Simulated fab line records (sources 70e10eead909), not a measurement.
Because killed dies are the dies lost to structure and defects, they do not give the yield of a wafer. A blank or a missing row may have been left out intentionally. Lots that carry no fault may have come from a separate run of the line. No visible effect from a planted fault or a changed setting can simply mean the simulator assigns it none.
Struck lot and sound lot, side by side ; flow nand_harc ; 24 steps out of a route of 1302
Sound: wafers L793.2, L793.4, L793.5. Wafers L807.1, L807.4, L807.6 were the ones struck. The cause is given at the end.
Order at every step that has rows: each side's tool, ch and its chambers, its first start. Under that, the readings that differ: sound wafers ; struck wafers ; difference of the means ; sigmas: that difference in standard deviations of wafers without a fault.
alike: readings whose means differ by less than 2 such deviations, and words and numbers that are the same on both sides. not compared: withheld readings, readings that some wafer has no value for, bounds like >300 that may hide the same value, and numbers for which the record gives no deviation and whose values overlap.
The two part at a step that has a row with sigmas, a row that says differs or no value, or rows on one side only. Numbers that don't overlap but have no deviation are shown without sigmas and don't part them. Lack of a reading on every wafer of one side parts them only where that side has two or more wafers.

NHARC_P_M1_INSPECT_27:
  sound on defect_inspect-02 at day 9 11:51; struck on defect_inspect-01 at day 15 15:29
  alike: raw_defect_count
NHARC_P_M1_PRE_CLEAN_32: time 12 s.
  sound on pecvd-01 ch 0,1,2, day 9 11:55; struck on pecvd-02 ch 0,1, day 15 15:33
  alike: heater_power_w
NHARC_P_M1_DEP_33: deposits SiCN, target thk 30 nm.
  sound on pecvd-01 ch 0,1,2, day 9 12:00; struck on pecvd-02 ch 0,1, day 15 15:38
  alike: heater_power_w
then, 8 steps without rows for these wafers: NHARC_P_M2_DEP_00 (deposits SiOC, target thk 182.5 nm); NHARC_P_M2_DEHYDRATE_01 (time 120 s); NHARC_P_M2_HMDS_02 (time 30 s); NHARC_P_M2_COAT_34 (time 65 s); NHARC_P_M2_COAT_03 (resist thk 90 nm); NHARC_P_M2_SOFTBAKE_04 (time 55 s); NHARC_P_M2_EBR_05; NHARC_P_M2_EXPOSE_06 (exposes mask P M2, target cd 170 nm).
NHARC_P_M2_PEB_07: peb time 65 s.
  sound on litho_track-06 ch 0, day 9 13:17; struck on litho_track-04 ch 0, day 15 16:56
reading;sound;struck;difference;sigmas
heater_power_total_W (W);155.9 157.0 156.0;164.5 164.4 164.5;+8.2;+19
plate_temp_C (C);99.98 99.97 100.10;103.87 104.07 103.99;+3.96;+30
then, 1 step without rows for these wafers: NHARC_P_M2_DEVELOP_08 (develop time 35 s).
NHARC_P_M2_CD_MEAS_09: target cd 170 nm.
  sound on cd_sem-01 ch 0, day 9 13:23; struck on cd_sem-02 ch 0, day 15 17:01
reading;sound;struck;difference;sigmas
cd_nm (nm);169.7 170.4 170.2;182.0 182.3 181.3;+11.8;+23
NHARC_P_M2_OVL_MEAS_10: pitch 340 nm.
  sound on overlay-01 at day 9 13:28; struck on overlay-02 at day 15 17:07
reading;sound;struck;difference;sigmas
overlay_x_nm (nm);1.1 1.6 1.6;-1.0 -0.6 -0.5;-2.1;-3
  alike: overlay_y_nm
NHARC_P_M2_INSPECT_11:
  sound on defect_inspect-01 at day 9 13:30; struck on defect_inspect-01 at day 15 17:09
  alike: raw_defect_count
NHARC_P_M2_DESCUM_14: chemistry O2, time 3 s.
  sound on rie_diel-07 ch 0,3, day 9 13:34; struck on rie_diel-07 ch 0,2,3, day 15 17:14
reading;sound;struck;difference;sigmas
model.P_M2.cd_nm (nm);169.8 170.4 170;182 182.9 181.7;+12;
  alike: drypump_motor_current_A, oes_product_au, rf_vpp_V, showerhead_plenum_p_Torr, throttle_valve_pct
  not compared: rf_hours_counter_h
NHARC_P_M2_ETCH_35: etches the open film in N2/H2, target depth 40 nm, overetch 12 nm, time 43.94 s.
  sound on rie_diel-07 ch 0,1,3, day 9 13:38; struck on rie_diel-07 ch 1,3, day 15 17:18
reading;sound;struck;difference;sigmas
oes_product_au (a.u.);1.011 1.008 1.010;0.984 1.003 0.994;-0.016;-2
  alike: drypump_motor_current_A, rf_vpp_V, showerhead_plenum_p_Torr, throttle_valve_pct
  not compared: rf_hours_counter_h
NHARC_P_M2_ETCH_15: etches the open film in C4F8/Ar, target depth 182.5 nm, time 91.2 s.
  sound: rie_diel-07 ch 1,3; struck: rie_diel-07 ch 1,2
  alike: oes_product_au, rf_vpp_V
  not compared: rf_hours_counter_h
NHARC_P_M2_CD_MEAS_16:
  sound on cd_sem-03 at day 9 13:52; struck on cd_sem-02 at day 15 17:31
reading;sound;struck;difference;sigmas
cd_nm (nm);169.9 170.8 170.5;181.7 183.0 181.4;+11.6;+19
NHARC_P_M2_STRIP_18: strips in N2/H2.
  sound on rie_diel-05 ch 1,2, day 9 13:56; struck on rie_diel-07 ch 2,3, day 15 17:37
  alike: drypump_motor_current_A, oes_product_au, rf_vpp_V, showerhead_plenum_p_Torr, throttle_valve_pct
  not compared: rf_hours_counter_h
NHARC_P_M2_ETCH_28: etches the open film in CF4/N2, target depth 30 nm, time 72.99 s.
  sound: rie_diel-05 ch 1,2,3; struck: rie_diel-07 ch 0,2,3
reading;sound;struck;difference;sigmas
model.P_M2.cd_nm (nm);170.1 170.6 170.6;181.6 182.4 181.1;+11.3;
  alike: drypump_motor_current_A, oes_product_au, rf_vpp_V, showerhead_plenum_p_Torr, throttle_valve_pct
  not compared: rf_hours_counter_h
then, 1 step without rows for these wafers: NHARC_P_M2_STRIP_19 (strips in post etch residue remover, time 600 s).
-- jump in the record: it breaks off in module P_M2 and resumes in module END (first step shown: number 1302 of the route), and 17 days separate the struck wafers' starts before and after --
NHARC_END_SORT_01:
  sound on prober-01 ch 0, day 27 15:01; struck on prober-01 ch 0, day 33 04:29
reading;sound;struck;difference;sigmas
sort_bin_3_pct (%);1.0 1.3 1.0;0.3 0 0.3;-0.9;-2
  alike: defect_limited_yield, killed_at_array, killed_at_other, killed_at_periphery, killed_dies, killed_open, killed_short, sort_bin_2_pct, sort_bin_4_pct, sort_n_pass, sort_rim_yield_pct, sort_yield_pct

== WHERE THEY PART ==
Earliest at NHARC_P_M2_PEB_07; latest, in this record, at NHARC_END_SORT_01.

WHY: whatever the simulator had introduced
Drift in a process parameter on litho_track-04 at NHARC_P_M2_PEB_07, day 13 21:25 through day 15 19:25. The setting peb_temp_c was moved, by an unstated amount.
